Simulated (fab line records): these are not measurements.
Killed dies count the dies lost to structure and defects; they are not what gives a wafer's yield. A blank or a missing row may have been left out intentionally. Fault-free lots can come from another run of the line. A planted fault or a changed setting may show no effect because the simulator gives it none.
fab line records | flow nandHarc
record lots=24 wafers=72 lastDay=24
route steps=1159 shown P_BONDPAD@379 A_START@389 A_CHANNEL_HOLE_D1@451
lots untouched by any fault: they come from a run of this same line in which no faults occurred
startH: start of the lot's first displayed wafer, in hours after the record's first day | waitH: hours from the lot's prior step to this one | " unchanged from the row above | L1.1+2: one row covering several wafers at once | - no value, or no start given | * or withheld: withheld | < > ~ a bound
route shown NAME@n: NAME is a module with steps in the file, n the number in the route of the first one | usual: mean/standard deviation taken from wafers without a fault | same: alike in all rows | chamber/n: place in a boat | sites: readings site by site | _std_site: standard deviation across them | _edge_site: the outer-site mean with the inner-site mean subtracted | radiusMm: for every site, how far away it sits from the centre of the wafer | mask NAME#n: copy n | behind: tool/chamber where the wafer was last shaped | hold: cause of the lot's hold/its duration in hours/its outcome | device: transistor that didn't switch, given as n, p or np | end of line: the same wafers' tests at the end of the route | for a step that has no rows: nothing shown but its recipe | killed: dies lost to structure and defects at the first sort, not the wafer's yield | map: per-die view of a wafer (x killed, . not killed, _ where there is no die)
set.NAME: the setting the step ran with; set.NAME@STEP: the setting that earlier step ran with | model.NAME: the simulator's own value behind a step, which no gauge read
the route's steps for a sample of lots (tables are steps, rows are wafers)
services: from which hour (startH, from the record's first day; less than 0 if before it) a tool's chamber was out of use, for how many hours, and why
## steps
# step NHARC_P_BONDPAD_ANNEAL_28
# recipe tempC=225 timeS=90
# usual wafer_temp_C_max=226.0/0.32
# same timeS=90
# columns lot.wafer tool chamber startH waitH wafer_temp_C_max
L074.2 rtpAnneal-01 0 121.91 0.3 226.3
L074.4 " 0 " " 226.9
L074.6 " 0 " " 226.4
L075.1 rtpAnneal-01 0 144.08 - 225.9
L075.3 " 0 " " 226.0
L075.6 " 0 " " 226.0
L076.1 rtpAnneal-02 0 144.41 - 225.7
L076.2 " 0 " " 225.9
L076.6 " 0 " " 225.9
L077.2 rtpAnneal-01 0 154.77 - 226.7
L077.4 " 0 " " 225.9
L077.5 " 0 " " 226.2
L078.1 rtpAnneal-02 0 158.84 0.3 225.7
L078.5 " 0 " " 225.8
L078.6 " 0 " " 225.8
L079.1 rtpAnneal-01 0 159.52 - 226.4
L079.4 " 0 " " 225.9
L079.6 " 0 " " 225.9
L080.1 rtpAnneal-01 0 164.06 - 226.3
L080.2 " 0 " " 225.9
L080.4 " 0 " " 226.5
L081.2 rtpAnneal-02 0 173.31 0.4 225.9
L081.4 " 0 " " 225.6
L081.6 " 0 " " 225.9
L082.4 rtpAnneal-01 0 174.69 0.4 226.5
L082.5 " 0 " " 226.0
L082.6 " 0 " " 226.0
L083.2 rtpAnneal-01 0 183.42 0.4 226.6
L083.5 " 0 " " 226.3
L083.6 " 0 " " 226.2
L084.2 rtpAnneal-02 0 189.13 0.4 225.4
L084.3 " 0 " " 225.6
L084.5 " 0 " " 225.8
L087.1 rtpAnneal-01 0 204.77 - 226.3
L087.5 " 0 " " 226.2
L087.6 " 0 " " 226.2
L086.1 rtpAnneal-01 0 205.56 0.3 226.2
L086.2 " 0 " " 226.1
L086.5 " 0 " " 225.8
L085.2 rtpAnneal-02 0 206.42 - 225.8
L085.3 " 0 " " 225.8
L085.5 " 0 " " 225.5
L089.2 rtpAnneal-02 0 222.69 - 225.5
L089.5 " 0 " " 225.6
L089.6 " 0 " " 225.9
L088.1 rtpAnneal-02 0 224.41 - 225.6
L088.3 " 0 " " 225.3
L088.6 " 0 " " 225.9
L091.2 rtpAnneal-01 0 224.76 - 225.8
L091.4 " 0 " " 226.2
L091.6 " 0 " " 226.0
L090.2 rtpAnneal-02 0 229.35 - 225.5
L090.4 " 0 " " 225.7
L090.5 " 0 " " 225.5
L092.2 rtpAnneal-01 0 235.35 - 226.2
L092.4 " 0 " " 225.9
L092.6 " 0 " " 226.0
L094.2 rtpAnneal-01 0 254.47 - 226.6
L094.5 " 0 " " 226.0
L094.6 " 0 " " 225.8
L093.1 rtpAnneal-01 0 254.73 - 225.8
L093.2 " 0 " " 226.1
L093.6 " 0 " " 226.3
L095.1 rtpAnneal-01 0 256.67 0.3 225.6
L095.3 " 0 " " 226.2
L095.6 " 0 " " 225.8
L096.1 rtpAnneal-02 0 260.41 0.3 225.4
L096.4 " 0 " " 225.6
L096.5 " 0 " " 225.5
L097.3 rtpAnneal-02 0 261.45 0.3 225.5
L097.4 " 0 " " 225.8
L097.6 " 0 " " 225.8
# step NHARC_A_START_INSPECT_01
# usual rawDefectCount=3.5/1.8
# columns lot.wafer tool chamber startH waitH rawDefectCount
L074.2 defectInspect-02 - 123.27 - 2
L074.4 " - " " 1
L074.6 " - " " 3
L075.1 defectInspect-01 - 145.43 - 4
L075.3 " - " " 1
L075.6 " - " " 2
L076.1 defectInspect-02 - 145.76 - 5
L076.2 " - " " 1
L076.6 " - " " 9
L077.2 defectInspect-01 - 156.06 - 5
L077.4 " - " " 1
L077.5 " - " " 1
L078.1 defectInspect-01 - 160.19 - 1
L078.5 " - " " 2
L078.6 " - " " 1
L079.1 defectInspect-01 - 160.85 - 4
L079.4 " - " " 1
L079.6 " - " " 3
L080.1 defectInspect-02 - 165.43 - 2
L080.2 " - " " 4
L080.4 " - " " 2
L081.2 defectInspect-02 - 174.62 - 3
L081.4 " - " " 6
L081.6 " - " " 7
L082.4 defectInspect-01 - 175.91 - 1
L082.5 " - " " 6
L082.6 " - " " 3
L083.2 defectInspect-01 - 184.70 - 5
L083.5 " - " " 6
L083.6 " - " " 3
L084.2 defectInspect-01 - 190.45 - 2
L084.3 " - " " 2
L084.5 " - " " 4
L087.1 defectInspect-02 - 206.48 - 3
L087.5 " - " " 5
L087.6 " - " " 2
L086.1 defectInspect-02 - 207.37 - 0
L086.2 " - " " 6
L086.5 " - " " 3
L085.2 defectInspect-01 - 207.82 - 2
L085.3 " - " " 1
L085.5 " - " " 5
L089.2 defectInspect-02 - 223.98 - 3
L089.5 " - " " 5
L089.6 " - " " 6
L088.1 defectInspect-02 - 225.76 - 7
L088.3 " - " " 4
L088.6 " - " " 4
L091.2 defectInspect-01 - 226.08 - 4
L091.4 " - " " 5
L091.6 " - " " 0
L090.2 defectInspect-01 - 230.64 - 6
L090.4 " - " " 5
L090.5 " - " " 5
L092.2 defectInspect-02 - 236.65 - 5
L092.4 " - " " 2
L092.6 " - " " 1
L094.2 defectInspect-01 - 255.81 - 3
L094.5 " - " " 4
L094.6 " - " " 3
L093.1 defectInspect-01 - 256.09 - 4
L093.2 " - " " 3
L093.6 " - " " 3
L095.1 defectInspect-02 - 258.01 - 6
L095.3 " - " " 3
L095.6 " - " " 2
L096.1 defectInspect-01 - 261.78 - 4
L096.4 " - " " 3
L096.5 " - " " 2
L097.3 defectInspect-01 - 262.70 - 1
L097.4 " - " " 3
L097.6 " - " " 4
# step NHARC_A_CHANNEL_HOLE_D1_DEP_01
# recipe targetThkA=1400 targetThkNm=140 tempC=400 pressureTorr=3.5 flowSccm=200 rfW=350 material=SiON
# usual heaterPowerW=702/120
# columns lot.wafer tool chamber startH waitH heaterPowerW
L074.2 pecvd-04 0 162.35 1.4 586
L074.6 " 1 " " 679
L074.4 " 2 " " 883
L075.3 pecvd-01 2 186.55 1.0 494
L075.1 " 1 " " 788
L075.6 " 1 " " 805
L076.1 pecvd-04 1 186.79 1.6 605
L076.2 " 0 " " 665
L076.6 " 1 " " 631
L079.1 pecvd-01 2 199.55 2.0 589
L079.6 " 1 " " 761
L079.4 " 2 " " 490
L077.2 pecvd-01 2 199.66 1.8 498
L077.4 " 2 " " 502
L077.5 " 0 " " 768
L078.1 pecvd-01 0 200.61 1.6 734
L078.6 " 1 " " 796
L078.5 " 2 " " 581
L080.1 pecvd-01 2 209.96 1.7 571
L080.2 " 0 " " 776
L080.4 " 2 " " 577
L082.4 pecvd-04 1 215.07 0.7 640
L082.5 " 2 " " 913
L082.6 " 0 " " 702
L081.2 pecvd-02 0 215.77 1.3 747
L081.6 " 2 " " 701
L081.4 " 0 " " 754
L083.2 pecvd-01 0 223.15 1.3 702
L083.5 " 0 " " 697
L083.6 " 1 " " 733
L084.2 pecvd-01 0 230.97 1.3 715
L084.3 " 1 " " 720
L084.5 " 1 " " 732
L087.1 pecvd-04 1 245.92 1.7 686
L087.6 " 2 " " 794
L087.5 " 1 " " 720
L086.1 pecvd-04 2 247.04 1.8 982
L086.2 " 1 " " 661
L086.5 " 1 " " 682
L085.3 pecvd-02 1 247.45 1.0 845
L085.2 " 2 " " 720
L085.5 " 2 " " 569
L088.1 pecvd-01 2 262.36 1.6 510
L088.3 " 0 " " 659
L088.6 " 0 " " 675
L089.2 pecvd-01 0 263.75 1.4 696
L089.5 " 1 " " 688
L089.6 " 0 " " 699
L091.2 pecvd-02 1 263.87 1.3 864
L091.6 " 0 " " 723
L091.4 " 2 " " 597
L090.2 pecvd-01 0 271.63 1.4 716
L090.4 " 1 " " 705
L090.5 " 0 " " 731
L092.2 pecvd-01 0 275.63 1.3 668
L092.4 " 0 " " 672
L092.6 " 2 " " 561
L093.2 pecvd-02 0 294.23 1.4 741
L093.1 " 2 " " 689
L093.6 " 2 " " 680
L095.3 pecvd-01 0 295.78 1.0 775
L095.1 " 1 " " 773
L095.6 " 1 " " 750
L094.2 pecvd-04 1 295.96 1.3 607
L094.6 " 1 " " 623
L094.5 " 0 " " 720
L096.1 pecvd-01 0 306.57 1.6 737
L096.5 " 1 " " 757
L096.4 " 0 " " 752
L097.3 pecvd-01 0 307.44 1.0 789
L097.4 " 1 " " 689
L097.6 " 0 " " 785
# step NHARC_A_CHANNEL_HOLE_D1_ETCH_38
# recipe targetDepthA=390 overEtchFrac=0.3 timeS=65 ionEnergyEv=80 cf4FlowSccm=150 arFlowSccm=0 rfW=300 biasW=100 chemistry=CF4
# usual drypumpMotorCurrentA=5.7/0.45 oesProductAu=1.000/0.014 rfVppV=151.3/1.4 showerheadPlenumPTorr=1.78/0.076 throttleValvePct=13.283/0.009
# same overEtchFrac=0.3 timeS=65
# columns lot.wafer tool chamber startH waitH drypumpMotorCurrentA oesProductAu rfHoursCounterH rfVppV showerheadPlenumPTorr throttleValvePct
L074.2 rieDiel-03 1 163.37 0.1 6.1 1.018 8.9 149.0 1.69 13.289
L074.4 " 1 " " 6.1 1.023 - 151.3 1.69 13.292
L074.6 " 3 " " 6.4 1.005 - 150.0 1.74 13.295
L075.3 rieDiel-05 0 187.57 0.1 5.5 0.997 0.3 151.6 1.84 13.289
L075.1 " 1 " " 6.7 1.014 0.3 155.0 1.88 13.271
L075.6 " 0 " " 5.5 1.001 - 151.2 1.84 13.286
L076.2 rieDiel-10 1 187.83 0.1 5.7 0.989 0.0 149.8 1.72 13.293
L076.1 " 3 " " 5.0 0.995 0.0 152.3 1.89 13.285
L076.6 " 1 " " 5.7 0.998 - 150.1 1.72 13.283
L079.4 rieDiel-10 0 200.49 0.1 5.8 1.005 1.6 149.4 1.71 13.293
L079.1 " 3 " " 5.0 0.988 1.4 152.8 1.89 13.283
L079.6 " 1 " " 5.7 0.985 - 149.5 1.72 13.284
L077.2 rieDiel-03 0 200.59 0.1 5.6 1.009 10.1 153.8 1.90 13.263
L077.4 " 0 " " 5.6 1.015 - 153.9 1.90 13.275
L077.5 " 0 " " 5.6 1.016 - 152.0 1.90 13.261
L078.1 rieDiel-05 3 201.60 0.1 5.7 0.983 1.5 150.4 1.78 13.279
L078.5 " 3 " " 5.7 0.988 - 150.0 1.78 13.285
L078.6 " 0 " " 5.5 0.990 - 152.1 1.84 13.285
L080.2 rieDiel-10 1 210.93 0.1 5.7 0.988 2.4 150.5 1.72 13.290
L080.4 " 2 " " 5.3 0.973 2.0 149.4 1.70 13.292
L080.1 " 0 " " 5.8 0.997 2.9 152.0 1.71 13.278
L082.4 rieDiel-05 0 215.85 0.1 5.5 0.996 2.2 151.9 1.84 13.275
L082.6 " 0 " " 5.5 1.001 - 152.1 1.84 13.276
L082.5 " 1 " " 6.7 0.998 - 153.3 1.88 13.281
L081.2 rieDiel-10 1 216.61 0.1 5.7 0.995 3.3 150.3 1.72 13.280
L081.4 " 0 " " 5.8 1.013 3.9 149.9 1.71 13.276
L081.6 " 1 " " 5.7 0.985 - 148.8 1.72 13.286
L083.2 rieDiel-10 0 224.16 0.1 5.8 1.009 4.9 150.3 1.71 13.288
L083.6 " 2 " " 5.3 0.978 - 150.8 1.70 13.298
L083.5 " 3 " " 5.0 0.993 - 152.9 1.89 13.268
L084.3 rieDiel-10 2 231.96 0.1 5.3 0.983 4.4 149.9 1.70 13.284
L084.2 " 1 " " 5.7 0.986 4.7 149.9 1.72 13.284
L084.5 " 2 " " 5.3 0.991 - 149.3 1.70 13.267
L087.1 rieDiel-05 2 246.99 0.1 5.3 1.013 4.1 148.9 1.73 13.286
L087.5 " 0 " " 5.5 0.999 - 151.2 1.84 13.282
L087.6 " 1 " " 6.7 0.996 - 152.6 1.88 13.287
L086.2 rieDiel-10 1 248.15 0.1 5.7 0.987 5.6 150.7 1.72 13.295
L086.1 " 2 " " 5.3 0.985 6.5 150.3 1.70 13.283
L086.5 " 0 " " 5.8 1.001 - 151.0 1.71 13.290
L085.2 rieDiel-05 2 248.41 0.1 5.3 1.008 4.8 150.6 1.73 13.285
L085.3 " 1 " " 6.7 0.985 4.0 152.6 1.88 13.301
L085.5 " 2 " " 5.3 1.018 - 151.5 1.73 13.287
L088.1 rieDiel-03 3 263.38 0.1 6.4 0.975 1.4 149.7 1.74 13.293
L088.3 " 0 " " 5.6 1.029 2.1 151.8 1.90 13.275
L088.6 " 2 " " 5.3 1.004 - 152.1 1.81 13.257
L089.2 rieDiel-05 3 264.70 0.1 5.7 0.988 5.7 152.3 1.78 13.293
L089.6 " 3 " " 5.7 0.985 - 150.7 1.78 13.294
L089.5 " 0 " " 5.5 1.010 - 152.9 1.84 13.280
L091.4 rieDiel-10 0 264.86 0.1 5.8 1.004 8.2 150.4 1.71 13.284
L091.2 " 2 " " 5.3 0.986 7.3 149.0 1.70 13.278
L091.6 " 0 " " 5.8 1.005 - 149.5 1.71 13.299
L090.2 rieDiel-03 1 272.60 0.1 6.1 1.009 3.0 148.9 1.69 13.272
L090.4 " 0 " " 5.5 1.025 - 153.2 1.90 13.276
L090.5 " 3 " " 6.4 0.984 - 150.8 1.73 13.275
L092.4 rieDiel-05 2 276.50 0.1 5.3 1.005 6.6 149.8 1.73 13.290
L092.2 " 1 " " 6.7 1.001 5.9 152.2 1.88 13.292
L092.6 " 3 " " 5.7 0.992 - 152.0 1.78 13.273
L093.1 rieDiel-03 3 295.23 0.1 6.4 0.978 4.2 150.0 1.73 13.277
L093.2 " 0 " " 5.5 1.025 5.1 151.9 1.90 13.284
L093.6 " 0 " " 5.6 1.017 - 154.3 1.90 13.271
L095.1 rieDiel-05 2 296.62 0.1 5.3 1.000 7.4 149.1 1.73 13.280
L095.3 " 3 " " 5.7 1.002 7.8 151.3 1.78 13.284
L095.6 " 3 " " 5.7 0.991 - 151.2 1.78 13.281
L094.2 rieDiel-03 2 296.97 0.1 5.3 1.009 3.7 153.4 1.81 13.283
L094.6 " 2 " " 5.3 1.012 - 151.5 1.81 13.275
L094.5 " 0 " " 5.6 1.039 - 153.6 1.90 13.288
L096.4 rieDiel-05 3 307.51 0.1 5.7 0.995 8.7 151.6 1.78 13.287
L096.1 " 1 " " 6.7 0.989 7.4 152.1 1.88 13.296
L096.5 " 3 " " 5.7 0.989 - 152.0 1.78 13.290
L097.3 rieDiel-03 0 308.37 0.1 5.6 1.027 7.3 151.6 1.90 13.265
L097.4 " 1 " " 6.1 1.004 5.1 149.1 1.69 13.294
L097.6 " 1 " " 6.1 0.996 - 151.3 1.68 13.303
# step NHARC_A_CHANNEL_HOLE_D1_ETCH_34
# recipe targetDepthA=1540 timeS=77 cf4FlowSccm=100 chf3FlowSccm=30 arFlowSccm=0 rfW=500 biasW=200 chemistry=CF4/CHF3
# usual drypumpMotorCurrentA=5.7/0.47 oesProductAu=0.954/0.022 rfVppV=370.9/2.4 showerheadPlenumPTorr=1.59/0.069 throttleValvePct=16.801/0.0087
# same timeS=77
# columns lot.wafer tool chamber startH waitH drypumpMotorCurrentA oesProductAu rfHoursCounterH rfVppV showerheadPlenumPTorr throttleValvePct
L074.2 rieDiel-03 3 - - 6.4 0.951 8.9 369.3 1.54 16.806
L074.6 " 3 " " 6.4 0.962 - 369.9 1.54 16.784
L074.4 " 1 " " 6.1 0.975 - 367.0 1.50 16.796
L075.3 rieDiel-05 2 - - 5.3 0.967 0.5 370.2 1.54 16.798
L075.1 " 3 " " 5.7 0.963 0.5 369.9 1.59 16.806
L075.6 " 1 " " 6.7 0.973 - 373.1 1.68 16.815
L076.2 rieDiel-10 2 - - 5.4 0.957 0.1 368.8 1.51 16.788
L076.1 " 3 " " 5.0 0.964 0.2 372.9 1.68 16.799
L076.6 " 2 " " 5.3 0.960 - 368.6 1.51 16.814
L079.1 rieDiel-10 1 - - 5.7 0.979 1.5 368.6 1.53 16.808
L079.4 " 2 " " 5.3 0.956 1.2 368.7 1.51 16.809
L079.6 " 1 " " 5.7 0.970 - 369.9 1.53 16.803
L077.2 rieDiel-03 0 201.11 0.3 5.6 0.962 10.4 374.3 1.69 16.796
L077.4 " 1 " " 6.1 0.948 - 367.7 1.50 16.803
L077.5 " 1 " " 6.1 0.946 - 368.1 1.50 16.807
L078.1 rieDiel-05 0 - - 5.5 0.967 1.3 372.0 1.64 16.799
L078.5 " 2 " " 5.3 0.958 - 369.0 1.54 16.809
L078.6 " 3 " " 5.7 0.963 - 370.2 1.59 16.794
L080.1 rieDiel-10 2 - - 5.3 0.919 2.1 368.6 1.51 16.778
L080.2 " 3 " " 5.0 0.938 2.7 373.1 1.68 16.802
L080.4 " 1 " " 5.7 0.922 2.5 369.8 1.53 16.802
L082.4 rieDiel-05 1 - - 6.7 0.960 2.3 373.4 1.68 16.783
L082.6 " 2 " " 5.3 0.979 - 370.1 1.54 16.799
L082.5 " 3 " " 5.7 0.974 - 371.0 1.58 16.800
L081.4 rieDiel-10 1 - - 5.7 0.936 3.5 369.4 1.53 16.799
L081.2 " 0 " " 5.8 0.966 4.0 367.3 1.52 16.809
L081.6 " 1 " " 5.7 0.940 - 368.2 1.53 16.786
L083.2 rieDiel-10 3 - - 5.0 0.954 4.5 376.0 1.68 16.804
L083.6 " 3 " " 5.0 0.953 - 373.3 1.68 16.793
L083.5 " 0 " " 5.8 0.974 - 370.1 1.52 16.798
L084.2 rieDiel-10 2 - - 5.3 0.948 4.5 368.6 1.51 16.804
L084.3 " 0 " " 5.8 0.989 5.7 368.6 1.52 16.778
L084.5 " 1 " " 5.7 0.969 - 369.7 1.52 16.808
L087.1 rieDiel-05 3 - - 5.7 0.912 4.4 371.0 1.58 16.808
L087.5 " 2 " " 5.3 0.926 - 369.9 1.54 16.798
L087.6 " 3 " " 5.7 0.918 - 370.0 1.58 16.801
L086.1 rieDiel-10 1 - - 5.7 0.967 5.9 368.0 1.53 16.811
L086.2 " 3 " " 5.0 0.967 7.4 375.0 1.68 16.803
L086.5 " 0 " " 5.8 0.981 - 369.6 1.52 16.800
L085.2 rieDiel-05 0 - - 5.5 0.967 4.2 372.3 1.64 16.798
L085.3 " 3 " " 5.7 0.956 5.0 370.2 1.58 16.791
L085.5 " 0 " " 5.5 0.973 - 373.6 1.64 16.796
L088.3 rieDiel-03 3 - - 6.4 0.956 1.6 368.6 1.54 16.807
L088.1 " 0 " " 5.6 0.994 2.3 374.0 1.69 16.790
L088.6 " 2 " " 5.3 0.972 - 371.8 1.61 16.794
L089.2 rieDiel-05 0 - - 5.5 0.932 5.3 372.8 1.64 16.803
L089.5 " 1 " " 6.7 0.932 - 374.6 1.68 16.808
L089.6 " 2 " " 5.3 0.934 - 368.3 1.54 16.804
L091.2 rieDiel-10 1 - - 5.7 0.940 6.6 368.9 1.53 16.792
L091.4 " 2 " " 5.3 0.947 7.4 367.2 1.51 16.809
L091.6 " 0 " " 5.8 0.961 - 367.1 1.52 16.788
L090.2 rieDiel-03 1 - - 6.1 0.928 3.2 368.6 1.50 16.800
L090.5 " 0 " " 5.6 0.942 - 374.4 1.69 16.802
L090.4 " 1 " " 6.1 0.933 - 368.3 1.50 16.780
L092.4 rieDiel-05 1 - - 6.7 0.982 6.0 372.9 1.68 16.804
L092.2 " 3 " " 5.7 0.949 6.9 370.9 1.58 16.797
L092.6 " 0 " " 5.5 0.965 - 372.4 1.64 16.808
L093.1 rieDiel-03 0 - - 5.5 0.986 5.3 373.8 1.69 16.810
L093.2 " 2 " " 5.3 0.962 3.2 371.6 1.61 16.794
L093.6 " 3 " " 6.4 0.936 - 370.0 1.54 16.795
L095.3 rieDiel-05 3 - - 5.7 0.928 8.1 369.5 1.58 16.819
L095.1 " 0 " " 5.5 0.925 7.2 372.2 1.64 16.803
L095.6 " 2 " " 5.3 0.922 - 367.7 1.54 16.816
L094.2 rieDiel-03 3 - - 6.4 0.907 5.2 368.9 1.54 16.807
L094.5 " 0 " " 5.6 0.946 - 374.9 1.69 16.809
L094.6 " 2 " " 5.3 0.937 - 370.6 1.61 16.802
L096.1 rieDiel-05 0 - - 5.5 0.983 8.1 373.1 1.64 16.812
L096.4 " 1 " " 6.7 0.967 7.6 372.8 1.68 16.786
L096.5 " 3 " " 5.7 0.961 - 370.9 1.58 16.800
L097.4 rieDiel-03 1 - - 6.1 0.932 5.3 369.6 1.50 16.809
L097.3 " 3 " " 6.4 0.897 6.4 370.2 1.54 16.795
L097.6 " 1 " " 6.1 0.934 - 369.1 1.50 16.800
# step NHARC_A_CHANNEL_HOLE_D1_ETCH_21
# recipe biasV=3000 sourceW=withheld pressureMtorr=20 timeS=514.3 arFlowSccm=375 c4f8FlowSccm=89.3 o2FlowSccm=35.7 tempC=-20 targetDepthA=16000 chemistry=C4F8/O2/Ar
# usual drypumpMotorCurrentA=5.83/0.2 showerheadPlenumPTorr=3.78/0.081 throttleValvePct=32.156/0.0088
# same timeS=514.3
# columns lot.wafer tool chamber startH waitH drypumpMotorCurrentA rfHoursCounterH showerheadPlenumPTorr throttleValvePct
L074.2 harEtch-02 0 165.08 0.3 5.70 97 3.66 32.152
L074.4 " 0 " " 5.71 - 3.66 32.157
L074.6 " 1 " " 5.62 - 3.88 32.145
L075.1 harEtch-01 1 189.10 0.3 6.13 194 3.82 32.152
L075.3 " 1 " " 6.15 - 3.82 32.152
L075.6 " 0 " " 5.78 - 3.82 32.146
L076.2 harEtch-02 0 189.35 0.3 5.73 104 3.65 32.154
L076.1 " 1 " " 5.62 104 3.87 32.160
L076.6 " 0 " " 5.72 - 3.65 32.162
L079.1 harEtch-01 0 202.10 0.3 5.77 200 3.82 32.153
L079.4 " 0 " " 5.76 - 3.82 32.152
L079.6 " 0 " " 5.77 - 3.82 32.154
L077.2 harEtch-02 1 202.77 0.3 5.61 109 3.87 32.157
L077.4 " 1 " " 5.63 - 3.87 32.161
L077.5 " 1 " " 5.65 - 3.87 32.156
L078.1 harEtch-01 1 206.20 0.3 6.13 204 3.82 32.176
L078.5 " 1 " " 6.14 - 3.82 32.140
L078.6 " 0 " " 5.75 - 3.82 32.162
L080.1 harEtch-01 0 212.45 0.3 5.78 209 3.81 32.160
L080.2 " 1 " " 6.15 209 3.81 32.171
L080.4 " 0 " " 5.74 - 3.82 32.145
L082.4 harEtch-01 0 217.54 0.3 5.80 - 3.81 32.153
L082.6 " 0 " " 5.77 - 3.81 32.150
L082.5 " 1 " " 6.18 - 3.81 32.160
L081.2 harEtch-02 0 218.48 0.3 5.69 118 3.64 32.159
L081.4 " 0 " " 5.72 - 3.64 32.155
L081.6 " 0 " " 5.73 - 3.64 32.161
L083.2 harEtch-01 1 225.75 0.3 6.16 217 3.81 32.160
L083.6 " 0 " " 5.75 - 3.81 32.165
L083.5 " 1 " " 6.18 - 3.81 32.165
L084.2 harEtch-01 1 233.49 0.3 6.16 221 3.81 32.167
L084.3 " 0 " " 5.77 - 3.81 32.151
L084.5 " 1 " " 6.15 - 3.81 32.157
L087.1 harEtch-01 1 248.58 0.3 6.16 226 3.81 32.156
L087.6 " 0 " " 5.76 - 3.80 32.152
L087.5 " 1 " " 6.15 - 3.80 32.156
L086.2 harEtch-02 1 249.67 0.3 5.66 128 3.86 32.146
L086.1 " 0 " " 5.72 128 3.64 32.159
L086.5 " 0 " " 5.72 - 3.64 32.153
L085.2 harEtch-01 0 252.68 0.3 5.74 230 3.80 32.164
L085.3 " 0 " " 5.73 - 3.80 32.145
L085.5 " 0 " " 5.74 - 3.80 32.148
L088.1 harEtch-02 1 264.97 0.3 5.68 135 3.86 32.145
L088.3 " 0 " " 5.73 - 3.64 32.150
L088.6 " 0 " " 5.71 - 3.64 32.166
L089.2 harEtch-01 1 266.30 0.3 6.14 234 3.80 32.166
L089.6 " 0 " " 5.78 - 3.80 32.163
L089.5 " 1 " " 6.15 - 3.80 32.167
L091.2 harEtch-02 1 269.13 0.3 5.66 138 3.85 32.132
L091.4 " 0 " " 5.74 - 3.63 32.163
L091.6 " 1 " " 5.62 - 3.85 32.160
L090.2 harEtch-02 1 274.96 0.3 5.66 144 3.85 32.137
L090.4 " 0 " " 5.72 - 3.63 32.144
L090.5 " 0 " " 5.70 - 3.63 32.165
L092.2 harEtch-01 1 278.10 0.3 6.14 242 3.80 32.141
L092.4 " 0 " " 5.77 - 3.80 32.164
L092.6 " 0 " " 5.76 - 3.80 32.158
L093.2 harEtch-01 0 296.94 0.3 5.76 248 3.79 32.151
L093.1 " 1 " " 6.18 248 3.79 32.161
L093.6 " 1 " " 6.17 - 3.79 32.155
L095.1 harEtch-02 0 298.20 0.3 5.72 151 3.63 32.165
L095.3 " 1 " " 5.63 - 3.85 32.172
L095.6 " 1 " " 5.62 - 3.85 32.160
L094.2 harEtch-01 0 301.11 0.3 5.76 252 3.79 32.140
L094.6 " 0 " " 5.76 - 3.79 32.159
L094.5 " 1 " " 6.15 - 3.79 32.150
L096.1 harEtch-02 0 309.04 0.3 5.71 159 3.62 32.162
L096.4 " 1 " " 5.61 - 3.84 32.166
L096.5 " 1 " " 5.63 - 3.84 32.153
L097.4 harEtch-02 0 313.34 0.3 5.73 - 3.62 32.152
L097.3 " 1 " " 5.69 - 3.84 32.159
L097.6 " 0 " " 5.73 - 3.62 32.157
## services
# columns tool chamber startH hours kind
rieDiel-03 - 101.96 1.0 repair
rieDiel-03 0 111.83 30.8 repair
rieDiel-05 0 118.38 - clean
pecvd-04 - 118.46 1.3 repair
pecvd-02 - 153.74 13.0 pm
rieDiel-03 2 157.31 12.0 repair
rieDiel-10 2 161.02 4.8 repair
rieDiel-05 - 163.70 9.0 pm
rieDiel-10 0 165.64 6.9 repair
pecvd-01 - 175.13 0.7 repair
rieDiel-10 - 176.50 9.0 pm
pecvd-04 0 187.07 6.4 repair
rieDiel-03 3 189.59 19.7 repair
pecvd-04 - 195.00 13.0 pm
rieDiel-03 2 195.69 7.1 repair
rieDiel-03 - 215.30 9.0 pm
pecvd-01 - 237.00 13.0 pm
rieDiel-10 1 238.02 9.0 repair
rieDiel-03 2 271.64 4.0 repair
rieDiel-03 1 294.59 8.8 repair
rtpAnneal-02 - 300.00 12.0 pm
harEtch-01 - 305.00 17.0 pm
pecvd-04 1 311.44 4.9 repair
pecvd-02 - 312.42 0.8 repair
## key
fault none
